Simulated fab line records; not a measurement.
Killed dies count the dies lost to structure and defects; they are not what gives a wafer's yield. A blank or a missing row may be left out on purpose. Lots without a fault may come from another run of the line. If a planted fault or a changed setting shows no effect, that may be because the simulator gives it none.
Problem report in the 8D (eight disciplines) form, filled by code || flow n5Finfet || the parts of the form that need people (team, actions taken, sign-off) are left out

== 1. PROBLEM STATEMENT ==
Wafers free of any fault read 655 nm (standard deviation 11) for M12_ILD_THK at N5_BEOL_M12_THK_MEAS_01, against a mean of 281 nm on 3 wafers of 2 lots. That is -34 standard deviations from the usual mean.
First observed at day 14 22:32: wafer L309.4, on filmMetro-01. At this step, 25 wafers from 9 lots have a number in the record. Rule for "out" (also "out of limits"): further than 4 standard deviations from the usual mean. Any other wafer with a number is counted as sound.

== 2. WHAT IT IS, AND WHAT IT ISN'T ==
{"question": "which readings at this step", "is": "M12_ILD_THK", "is not": "-"}
{"question": "which lots", "is": "L309, L310", "is not": "L295, L298, L300, L302, L314, L315, L317"}
{"question": "which wafers of those lots", "is": "L309.4, L309.6, L310.4", "is not": "L310.1"}
{"question": "read on which gauges", "is": "filmMetro-01, filmMetro-02", "is not": "-"}
{"question": "when", "is": "from day 14 22:32", "is not": "up to then (12 sound wafers); but 10 sound wafers of L310, L314, L315, L317 came after"}

== 3. SUSPECTS, AND WHAT RULES EACH OUT ==
Counting: if a tool at a process step up to the reading ran every lot that is out, it stays a suspect. Sound lots after the first of them don't rule it out here, since some wafers of a struck lot are sound.
- ruled out: the gauge at N5_BEOL_M12_THK_MEAS_01. 2 gauges (filmMetro-01, filmMetro-02) read the wafers that are out.
- pecvd-03 at N5_BEOL_M12_ILD_DEP_00 (deposits SiOC from DEMS/O2, target thk 658.92 nm, time 130.7 s): kept. Ran every lot that is out, first one L309 (day 14 22:24); last sound lot up to then L300 (day 12 12:22). Its own runLengthS readings are out on those wafers.
After counting, what remains is pecvd-03 at N5_BEOL_M12_ILD_DEP_00.

== 4. THE CAUSE (what the simulator had put in) ==
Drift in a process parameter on pecvd-03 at N5_BEOL_M12_ILD_DEP_00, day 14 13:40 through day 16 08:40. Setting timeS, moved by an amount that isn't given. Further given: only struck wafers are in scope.
Only this tool survived the counting.

== 5. THE CHAIN OF EFFECTS, in route order ==
Each row: a reading where the mean over the struck wafers with a number is more than 3 standard deviations away from the usual. Readings are gone through only where the record gives a usual standard deviation; hours: the median, over the lots, of the time from a lot's start at the first step in this table giving one to that lot's start at this step; sigmas: the change measured in usual standard deviations.
{"hours": 0, "step": "N5_BEOL_M12_ILD_DEP_00", "reading": "runLengthS", "usual": "175.6 s", "on struck wafers": 98.5, "change": -77.1, "sigmas": "-99 or more"}
{"hours": 0, "step": "N5_BEOL_M12_THK_MEAS_01", "reading": "M12_ILD_THK", "usual": "655 nm", "on struck wafers": 281, "change": -374, "sigmas": -34}
{"hours": 1, "step": "N5_BEOL_M12_STRIP_63", "reading": "oesProductAu", "usual": "0.694 a.u.", "on struck wafers": 0.851, "change": "+0.157", "sigmas": "+30"}
{"hours": 1, "step": "N5_BEOL_M12_STRIP_63", "reading": "stripTimeToEndpointS", "usual": "43.1 s", "on struck wafers": 71.4, "change": "+28.3", "sigmas": "+26"}
{"hours": 41, "step": "N5_PASSIVATION_PROBE_49", "reading": "defectLimitedYield", "usual": "91.5 %", "on struck wafers": 0.0, "change": -91.5, "sigmas": -54}
{"hours": 41, "step": "N5_PASSIVATION_PROBE_49", "reading": "killed_at_M4_up", "usual": 13, "on struck wafers": 1094, "change": "+1081", "sigmas": "+99 or more"}
{"hours": 41, "step": "N5_PASSIVATION_PROBE_49", "reading": "killedDies", "usual": 101, "on struck wafers": 1180, "change": "+1079", "sigmas": "+54"}
{"hours": 41, "step": "N5_PASSIVATION_PROBE_49", "reading": "killedOnRim", "usual": 13, "on struck wafers": 152, "change": "+139", "sigmas": "+34"}
{"hours": 41, "step": "N5_PASSIVATION_PROBE_49", "reading": "sortNPass", "usual": 1078, "on struck wafers": 0, "change": -1078, "sigmas": -54}
{"hours": 41, "step": "N5_PASSIVATION_PROBE_49", "reading": "sortYieldPct", "usual": "91.4 %", "on struck wafers": 0.0, "change": -91.4, "sigmas": -54}
Here are the process steps it includes:
- N5_BEOL_M12_ILD_DEP_00: deposits SiOC from DEMS/O2, target thk 658.92 nm, time 130.7 s.
- N5_BEOL_M12_STRIP_63: strips in N2/H2.
- N5_PASSIVATION_PROBE_49

== 6. WHAT WOULD HAVE CAUGHT IT SOONER ==
In this record the first reading out of limits at a measuring or inspecting step was taken at day 14 22:32, 9 hours after the fault began at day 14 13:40.
The tool's own readings at N5_BEOL_M12_ILD_DEP_00 were out on every struck wafer that the step has a row for (runLengthS): an alarm limit on them would have fired on the first of those.
L310, from the lots that are out (2), started N5_BEOL_M12_ILD_DEP_00 on pecvd-03 later than day 14 22:32. Putting the tool on hold at that point would have spared it.
